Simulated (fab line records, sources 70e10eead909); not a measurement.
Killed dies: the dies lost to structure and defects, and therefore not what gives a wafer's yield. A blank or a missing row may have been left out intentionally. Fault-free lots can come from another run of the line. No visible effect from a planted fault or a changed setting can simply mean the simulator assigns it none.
A lot that was struck, set against a sound lot || flow nand_harc || 26 out of 1302 route steps
Sound: the wafers L287.2, L287.5, L287.6. The struck wafers were L279.2, L279.3. The cause comes at the end.
For every step that has rows: the tool of each side, followed by ch and its chambers, followed by its first start. Under that, the readings that differ: sound wafers || struck wafers || difference of the means || sigmas: that difference in standard deviations of wafers without a fault.
alike: a reading whose means differ by less than 2 such deviations, as well as words and numbers matching on both sides. not compared: withheld readings; readings where some wafer has no value; bounds like >300 that might hide an equal value; numbers whose values overlap and for which the record gives no deviation.
Wherever a step has rows on one side only, a row that says differs or no value, or a row with sigmas, the two part there. Numbers that have no deviation but don't overlap get no sigmas and don't part them. Lack of a reading on every wafer of one side parts them only where that side has two or more wafers.

first, 6 steps without rows for these wafers: NHARC_A_SLIT_COAT_03 (resist thk 90 nm); NHARC_A_SLIT_SOFTBAKE_04 (time 55 s); NHARC_A_SLIT_EBR_05; NHARC_A_SLIT_EXPOSE_06 (exposes mask SLIT); NHARC_A_SLIT_PEB_07 (peb time 65 s); NHARC_A_SLIT_DEVELOP_08 (develop time 35 s).
NHARC_A_SLIT_CD_MEAS_09: target cd 300 nm.
  sound on cd_sem-01 ch 0, day 25 11:39; struck on cd_sem-03 ch 0, day 22 06:14
  alike: cd_nm
NHARC_A_SLIT_OVL_MEAS_10:
  struck on overlay-02, day 22 06:19; sound on overlay-01, day 25 11:44
  alike: overlay_x_nm, overlay_y_nm
NHARC_A_SLIT_INSPECT_11:
  struck on defect_inspect-01, day 22 06:22; sound on defect_inspect-02, day 25 11:46
  alike: raw_defect_count
NHARC_A_SLIT_DESCUM_14: chemistry O2, time 3 s.
  sound on rie_diel-13 ch 2,3, day 25 11:50; struck on rie_diel-09 ch 1,2, day 22 06:26
{"reading": "oes_product_au (a.u.)", "sound": "1.021 1.014 1.034", "struck": "0.991 0.985", "difference": -0.035, "sigmas": -2}
  alike: drypump_motor_current_A, rf_vpp_V, showerhead_plenum_p_Torr, throttle_valve_pct
  not compared: rf_hours_counter_h
NHARC_A_SLIT_ETCH_24: etches the open film in CF4/CHF3, target depth 121 nm, time 60.5 s.
  sound on rie_diel-13 ch 0,1,2, day 25 11:56; struck on rie_diel-09 ch 1,2, day 22 06:31
  alike: cf4_flow_sccm, drypump_motor_current_A, oes_product_au, rf_vpp_V, showerhead_plenum_p_Torr, throttle_valve_pct
  not compared: rf_hours_counter_h
NHARC_A_SLIT_ETCH_15: etches the open film in O2/COS, target depth 6200 nm, time 1612 s.
  sound on rie_diel-13 ch 0,1,3; struck on rie_diel-09 ch 0,1
{"reading": "throttle_valve_pct (%)", "sound": "28.332 28.308 28.327", "struck": "28.338 28.349", "difference": "+0.021", "sigmas": "+2"}
  alike: drypump_motor_current_A, oes_product_au, rf_vpp_V, showerhead_plenum_p_Torr
  not compared: rf_hours_counter_h
NHARC_A_SLIT_ETCH_17: etches the open film in C4F8/O2/Ar, time 4254.5 s, target depth 20300 nm.
  sound on har_etch-02 ch 0,1, day 25 14:13; struck on har_etch-02 ch 0, day 22 09:10
  alike: drypump_motor_current_A, showerhead_plenum_p_Torr, throttle_valve_pct
  not compared: rf_hours_counter_h
then, 3 steps without rows for these wafers: NHARC_A_SLIT_ETCH_26 (etches the open film in C4F8/O2/Ar, time 90 s, target depth 400 nm); NHARC_A_SLIT_STRIP_28 (strips in O2/COS); NHARC_A_SLIT_ETCH_29 (etches the open film in CF4/O2, target depth 100 nm, overetch 10 nm, time 55 s).
NHARC_A_SLIT_STRIP_18: strips in O2.
  sound on rie_diel-13 ch 1,2,3; struck on rie_diel-13 ch 0,1
  alike: drypump_motor_current_A, oes_product_au, rf_vpp_V, showerhead_plenum_p_Torr, throttle_valve_pct
  not compared: rf_hours_counter_h
then, 2 steps without rows for these wafers: NHARC_A_SLIT_PRECLEAN_19 (cleans in SC1); NHARC_A_SLIT_SRD_20.
NHARC_A_SLIT_CD_MEAS_21:
  struck on cd_sem-03, day 22 14:15; sound on cd_sem-02, day 25 18:38
  alike: cd_nm
then, 3 steps without rows for these wafers: NHARC_A_SIN_REMOVE_WET_00 (chemistry H3PO4, time 15300 s); NHARC_A_SIN_REMOVE_PRECLEAN_01 (cleans in SC1); NHARC_A_SIN_REMOVE_SRD_02.
NHARC_A_SIN_REMOVE_INSPECT_04:
  struck on defect_inspect-01, day 22 21:06; sound on defect_inspect-01, day 26 01:14
{"reading": "raw_defect_count", "sound": "404 494 482", "struck": "916 1026", "difference": "+511", "sigmas": "+6"}
  not compared: hold
NHARC_A_WL_FILL_ALD_00: deposits Al2O3, target thk 3 nm, pulse time 3 s, ald cycles 30.
  sound on ald_hk-02 ch 0,1,3, day 26 01:23; struck on ald_hk-03 ch 0,1, day 23 00:49
{"reading": "hold", "sound": "- - -", "struck": "await_dispo/3.7h/release await_dispo/3.7h/release", "difference": "no value on the sound wafers", "sigmas": ""}
  alike: heater_power_outer_w, heater_power_w, precursor_pulse_height_rel
  not compared: since_wet_clean_h
-- the record jumps here: 5 days lie between the struck wafers' starts before and after (it left off in module A_WL_FILL and takes up again in module END, whose first step shown is number 1302 of the route) --
NHARC_END_SORT_01:
  sound on prober-02 ch 0, day 30 16:23; struck on prober-01 ch 0, day 27 18:58
{"reading": "killed_at_periphery", "sound": 11, "struck": "0 8", "difference": -7, "sigmas": -2}
  alike: killed_at_array, killed_at_other, killed_dies, killed_open, killed_short

WHERE THEY PART
Last at NHARC_END_SORT_01 as far as this record goes, first at NHARC_A_SLIT_DESCUM_14.

WHY: whatever the simulator had introduced
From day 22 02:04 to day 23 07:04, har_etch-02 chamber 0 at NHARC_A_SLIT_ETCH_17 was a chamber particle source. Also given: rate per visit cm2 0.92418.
